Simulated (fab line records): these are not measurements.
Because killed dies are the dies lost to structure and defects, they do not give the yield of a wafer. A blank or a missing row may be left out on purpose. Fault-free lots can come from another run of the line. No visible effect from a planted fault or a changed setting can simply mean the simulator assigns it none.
What tool caused it?	flow n5_finfet	Sampling: 24 lots, 72 wafers, 6 of 1938 route steps

== WHAT THE GAUGES SHOWED, per wafer ==
N5_BEOL_M5_CD_MEAS_11: target cd 27.74 nm. Usual: cd_nm 27.96 nm, standard deviation 0.25.
lot	measured	on	cd_nm (nm)	flag
L074	day 8 05:09	cd_sem-03	28.27 28.08 28.30	
L075	day 8 12:28	cd_sem-03	28.12 28.05 27.64	
L076	day 8 19:52	cd_sem-03	28.18 28.25 27.81	
L077	day 9 07:43	cd_sem-03	27.73 27.91 28.13	
L079	day 9 14:41	cd_sem-02	27.51 28.19 28.08	
L081	day 9 13:09	cd_sem-03	27.88 27.47 27.82	
L080	day 9 14:52	cd_sem-03	27.71 28.17 27.79	
L078	day 9 15:32	cd_sem-01	27.60 27.71 27.84	
L082	day 9 16:11	cd_sem-03	28.11 28.01 28.05	
L083	day 10 06:48	cd_sem-02	28.43 27.89 27.77	
L084	day 10 12:50	cd_sem-03	27.76 28.13 28.35	
L085	day 11 07:33	cd_sem-03	27.89 28.26 28.02	
L087	day 11 07:40	cd_sem-03	27.98 27.83 27.76	
L086	day 11 17:20	cd_sem-02	28.01 27.64 27.99	
L089	day 11 20:53	cd_sem-03	28.23 28.26 28.29	
L091	day 12 00:12	cd_sem-01	28.34 28.22 28.41	
L088	day 12 00:49	cd_sem-03	28.17 27.88 27.82	
L090	day 12 03:10	cd_sem-01	28.15 28.19 27.80	
L093	day 12 14:34	cd_sem-01	28.05 28.03 28.02	
L092	day 13 02:31	cd_sem-02	28.11 27.93 28.07	
L094	day 13 10:29	cd_sem-03	27.77 27.85 27.67	
L095	day 14 00:55	cd_sem-01	28.40 27.35 28.06	
L096	day 14 00:49	cd_sem-01	27.89 27.80 28.06	
L097	day 14 04:11	cd_sem-01	27.70 27.69 27.86	

== TOOL THAT RAN EACH LOT (tool first, then ch and the chambers of the sampled wafers, then the start) ==
lot	N5_BEOL_M4_PRE_CLEAN_45	N5_BEOL_M4_ANNEAL_93	N5_BEOL_M4_DEP_57	N5_BEOL_M5_ILD_DEP_00	N5_BEOL_M5_CURE_79
L074	pvd_sputter-01, day 7 18:44	pvd_sputter-03, day 7 21:29	pecvd-01 ch 0,2, day 7 22:50	pecvd-01 ch 0,2, day 7 23:55	uv_cure-03 ch 2, day 8 00:15
L075	pvd_sputter-03, day 8 05:10	pvd_sputter-03, day 8 07:08	pecvd-04 ch 0,1, day 8 08:29	pecvd-02 ch 0,1, day 8 09:34	uv_cure-01 ch 0, day 8 09:38
L076	pvd_sputter-01, day 8 13:13	pvd_sputter-03, day 8 15:21	pecvd-01 ch 1,2, day 8 16:42	pecvd-01 ch 0,1,2, day 8 17:47	uv_cure-02 ch 1, day 8 17:56
L077	pvd_sputter-01, day 9 00:07	pvd_sputter-03, day 9 03:25	pecvd-02 ch 0,1,2, day 9 04:58	pecvd-03 ch 0,1,2, day 9 06:03	uv_cure-03 ch 0, day 9 06:16
L079	pvd_sputter-01, day 9 07:32	pvd_sputter-01, day 9 09:35	pecvd-01 ch 1,2, day 9 11:00	pecvd-03 ch 0,1,2, day 9 12:05	uv_cure-02 ch 1, day 9 12:08
L081	pvd_sputter-03, day 9 07:36	pvd_sputter-02, day 9 09:31	pecvd-04 ch 0,1, day 9 10:52	pecvd-01 ch 0,2, day 9 11:58	uv_cure-03 ch 2, day 9 12:02
L080	pvd_sputter-03, day 9 07:46	pvd_sputter-03, day 9 10:11	pecvd-04 ch 0,1, day 9 11:33	pecvd-01 ch 0,1,2, day 9 12:55	uv_cure-02 ch 0, day 9 13:08
L078	pvd_sputter-03, day 9 07:50	pvd_sputter-02, day 9 11:24	pecvd-04 ch 0,1, day 9 12:50	pecvd-01 ch 0,1, day 9 13:56	uv_cure-02 ch 1, day 9 14:00
L082	pvd_sputter-03, day 9 08:16	pvd_sputter-01, day 9 11:43	pecvd-02 ch 0,1,2, day 9 13:08	pecvd-02 ch 0,2, day 9 14:13	uv_cure-02 ch 2, day 9 14:38
L083	pvd_sputter-01, day 10 00:31	pvd_sputter-01, day 10 02:47	pecvd-02 ch 0,1,2, day 10 04:20	pecvd-03 ch 0,1,2, day 10 05:25	uv_cure-03 ch 0, day 10 05:34
L084	pvd_sputter-01, day 10 06:08	pvd_sputter-03, day 10 08:09	pecvd-01 ch 1,2, day 10 09:29	pecvd-03 ch 0,2, day 10 10:34	uv_cure-01 ch 2, day 10 10:43
L085	pvd_sputter-01, day 11 00:55	pvd_sputter-01, day 11 02:59	pecvd-01 ch 0,1,2, day 11 04:19	pecvd-01 ch 0,1,2, day 11 05:24	uv_cure-02 ch 0, day 11 05:32
L087	pvd_sputter-01, day 11 01:00	pvd_sputter-02, day 11 03:12	pecvd-04 ch 0,1,2, day 11 04:36	pecvd-03 ch 0,1,2, day 11 05:41	uv_cure-01 ch 1, day 11 05:58
L086	pvd_sputter-01, day 11 07:41	pvd_sputter-03, day 11 11:36	pecvd-02 ch 0,1,2, day 11 12:56	pecvd-03 ch 0,1,2, day 11 14:01	uv_cure-02 ch 0, day 11 14:05
L089	pvd_sputter-01, day 11 12:43	pvd_sputter-03, day 11 14:42	pecvd-01 ch 0,2, day 11 16:03	pecvd-03 ch 1,2, day 11 17:08	uv_cure-02 ch 2, day 11 17:11
L091	pvd_sputter-01, day 11 17:27	pvd_sputter-02, day 11 19:31	pecvd-04 ch 0,1, day 11 20:52	pecvd-01 ch 0,1, day 11 21:57	uv_cure-02 ch 2, day 11 22:07
L088	pvd_sputter-01, day 11 17:32	pvd_sputter-01, day 11 19:49	pecvd-02 ch 0,2, day 11 21:09	pecvd-03 ch 1,2, day 11 22:16	uv_cure-01 ch 2, day 11 22:38
L090	pvd_sputter-01, day 11 20:55	pvd_sputter-02, day 11 22:52	pecvd-02 ch 1,2, day 12 00:12	pecvd-02 ch 0,1,2, day 12 01:17	uv_cure-01 ch 1, day 12 01:20
L093	pvd_sputter-02, day 12 07:47	pvd_sputter-03, day 12 10:01	pecvd-01 ch 0,1,2, day 12 11:38	pecvd-01 ch 0,2, day 12 12:43	uv_cure-02 ch 0, day 12 12:56
L092	pvd_sputter-03, day 12 19:14	pvd_sputter-03, day 12 21:21	pecvd-01 ch 0,1,2, day 12 22:43	pecvd-02 ch 0,1,2, day 12 23:47	uv_cure-03 ch 1, day 13 00:19
L094	pvd_sputter-03, day 13 04:23	pvd_sputter-03, day 13 06:21	pecvd-01 ch 1,2, day 13 07:41	pecvd-02 ch 1,2, day 13 08:46	uv_cure-01 ch 0, day 13 08:50
L095	pvd_sputter-02, day 13 18:21	pvd_sputter-02, day 13 20:38	pecvd-04 ch 0,1, day 13 22:09	pecvd-02 ch 0,1, day 13 23:14	uv_cure-01 ch 1, day 13 23:17
L096	pvd_sputter-02, day 13 18:26	pvd_sputter-01, day 13 20:30	pecvd-02 ch 1,2, day 13 21:55	pecvd-01 ch 0,1, day 13 22:59	uv_cure-02 ch 0, day 13 23:03
L097	pvd_sputter-03, day 13 21:30	pvd_sputter-03, day 14 00:00	pecvd-02 ch 1,2, day 14 01:28	pecvd-01 ch 0,2, day 14 02:32	uv_cure-03 ch 1, day 14 02:46
- N5_BEOL_M4_PRE_CLEAN_45: time 30 s.
- N5_BEOL_M4_ANNEAL_93: time 240 s.
- N5_BEOL_M4_DEP_57: deposits SiCN from 3MS/NH3, target thk 8 nm, time 14 s.
- N5_BEOL_M5_ILD_DEP_00: deposits SiCOH lowk from DEMS/porogen, target thk 140.64 nm, time 25.9 s.
- N5_BEOL_M5_CURE_79: cures SiCOH lowk, time 240 s.

== AS READ BY THE TOOLS THEMSELVES (means over the sampled wafers that have a number; for cases with no such wafer, the mark the record gives instead) ==
N5_BEOL_M4_PRE_CLEAN_45. Usual: heater_power_w 345 W, standard deviation 25.
lot	tool	heater_power_w (W)	flag
L074	pvd_sputter-01	336	
L075	pvd_sputter-03	356	
L076	pvd_sputter-01	339	
L077	pvd_sputter-01	345	
L079	pvd_sputter-01	329	
L081	pvd_sputter-03	374	
L080	pvd_sputter-03	334	
L078	pvd_sputter-03	354	
L082	pvd_sputter-03	332	
L083	pvd_sputter-01	344	
L084	pvd_sputter-01	326	
L085	pvd_sputter-01	338	
L087	pvd_sputter-01	335	
L086	pvd_sputter-01	343	
L089	pvd_sputter-01	340	
L091	pvd_sputter-01	338	
L088	pvd_sputter-01	341	
L090	pvd_sputter-01	348	
L093	pvd_sputter-02	364	
L092	pvd_sputter-03	354	
L094	pvd_sputter-03	359	
L095	pvd_sputter-02	349	
L096	pvd_sputter-02	352	
L097	pvd_sputter-03	372	

N5_BEOL_M4_ANNEAL_93. Usual: heater_power_w 871 W, standard deviation 63.
lot	tool	heater_power_w (W)	flag
L074	pvd_sputter-03	838	
L075	pvd_sputter-03	884	
L076	pvd_sputter-03	890	
L077	pvd_sputter-03	904	
L079	pvd_sputter-01	847	
L081	pvd_sputter-02	908	
L080	pvd_sputter-03	888	
L078	pvd_sputter-02	872	
L082	pvd_sputter-01	832	
L083	pvd_sputter-01	854	
L084	pvd_sputter-03	834	
L085	pvd_sputter-01	813	
L087	pvd_sputter-02	882	
L086	pvd_sputter-03	831	
L089	pvd_sputter-03	899	
L091	pvd_sputter-02	899	
L088	pvd_sputter-01	838	
L090	pvd_sputter-02	876	
L093	pvd_sputter-03	887	
L092	pvd_sputter-03	888	
L094	pvd_sputter-03	835	
L095	pvd_sputter-02	890	
L096	pvd_sputter-01	824	
L097	pvd_sputter-03	879	

N5_BEOL_M4_DEP_57. Usual: showerhead_plenum_p_Torr 3.666 Torr, standard deviation 0.01; throttle_valve_pct 9.3 %, standard deviation 0.6.
lot	tool	showerhead_plenum_p_Torr (Torr)	throttle_valve_pct (%)	flag
L074	pecvd-01	3.657	9.1	
L075	pecvd-04	3.675	9.9	
L076	pecvd-01	3.660	9.7	
L077	pecvd-02	3.659	8.8	
L079	pecvd-01	3.658	9.8	
L081	pecvd-04	3.678	9.9	
L080	pecvd-04	3.668	9.6	
L078	pecvd-04	3.682	9.9	
L082	pecvd-02	3.664	9.0	
L083	pecvd-02	3.665	9.0	
L084	pecvd-01	3.661	9.2	
L085	pecvd-01	3.657	9.3	
L087	pecvd-04	3.668	9.4	
L086	pecvd-02	3.669	8.8	
L089	pecvd-01	3.662	8.9	
L091	pecvd-04	3.674	9.8	
L088	pecvd-02	3.670	8.8	
L090	pecvd-02	3.680	8.7	
L093	pecvd-01	3.663	9.4	
L092	pecvd-01	3.667	9.4	
L094	pecvd-01	3.665	9.7	
L095	pecvd-04	3.677	9.7	
L096	pecvd-02	3.670	8.8	
L097	pecvd-02	3.671	8.8	

N5_BEOL_M5_ILD_DEP_00. Usual: heater_power_w 332 W, standard deviation 32; showerhead_plenum_p_Torr 5.741 Torr, standard deviation 0.015; throttle_valve_pct 13.9 %, standard deviation 0.84.
lot	tool	heater_power_w (W)	showerhead_plenum_p_Torr (Torr)	throttle_valve_pct (%)	flag
L074	pecvd-01	340	5.739	13.4	
L075	pecvd-02	327	5.729	13.7	
L076	pecvd-01	343	5.750	14.1	
L077	pecvd-03	298	5.741	13.8	
L079	pecvd-03	331	5.752	13.7	
L081	pecvd-01	308	5.732	13.4	
L080	pecvd-01	368	5.735	14.1	
L078	pecvd-01	378	5.737	15.1	
L082	pecvd-02	357	5.736	13.6	
L083	pecvd-03	323	5.742	13.7	
L084	pecvd-03	320	5.737	13.9	
L085	pecvd-01	351	5.731	14.3	
L087	pecvd-03	338	5.748	13.7	
L086	pecvd-03	321	5.740	13.6	
L089	pecvd-03	327	5.762	13.4	
L091	pecvd-01	348	5.735	15.0	
L088	pecvd-03	323	5.756	13.9	
L090	pecvd-02	343	5.744	13.6	
L093	pecvd-01	331	5.734	13.6	
L092	pecvd-02	316	5.733	13.4	
L094	pecvd-02	302	5.751	13.4	
L095	pecvd-02	324	5.730	13.8	
L096	pecvd-01	356	5.737	15.2	
L097	pecvd-01	347	5.731	13.3	

N5_BEOL_M5_CURE_79. Usual: lamp_power_pct 52.32 %, standard deviation 0.054; wafer_temp_C_max 387.1, standard deviation 0.79.
lot	tool	lamp_power_pct (%)	wafer_temp_C_max	flag
L074	uv_cure-03	52.36	386.5	
L075	uv_cure-01	52.32	387.7	
L076	uv_cure-02	52.33	387.5	
L077	uv_cure-03	52.34	386.9	
L079	uv_cure-02	52.31	386.8	
L081	uv_cure-03	52.32	386.4	
L080	uv_cure-02	52.31	386.7	
L078	uv_cure-02	52.34	387.1	
L082	uv_cure-02	52.33	386.5	
L083	uv_cure-03	52.27	386.5	
L084	uv_cure-01	52.34	386.4	
L085	uv_cure-02	52.30	387.0	
L087	uv_cure-01	52.29	388.3	
L086	uv_cure-02	52.22	386.7	
L089	uv_cure-02	52.31	386.5	
L091	uv_cure-02	52.30	386.9	
L088	uv_cure-01	52.28	386.3	
L090	uv_cure-01	52.35	388.4	
L093	uv_cure-02	52.35	387.1	
L092	uv_cure-03	52.28	387.9	
L094	uv_cure-01	52.26	387.1	
L095	uv_cure-01	52.33	388.8	
L096	uv_cure-02	52.23	387.0	
L097	uv_cure-03	52.36	387.4	

== THE ANSWER, worked out from the rows above alone ==
Rule: a lot is off if the mean of its wafers that have a number lies more than 3 standard deviations from the usual mean. Also off: a lot with no number at a reading for which 4 or more lots have one. Where the step has rows for the other lots, those lots are counted as sound. After the gauges, taken in route order, come the tools' own readings; for these a lot's mean is taken, as printed above. The first step at which some lot is off is used, and at that step the reading that is off furthest; a lot without a number counts as furthest.
No lot is off on any of the readings shown, so nothing can be concluded from this.

== WHAT HAD BEEN PUT IN BY THE SIMULATOR ==
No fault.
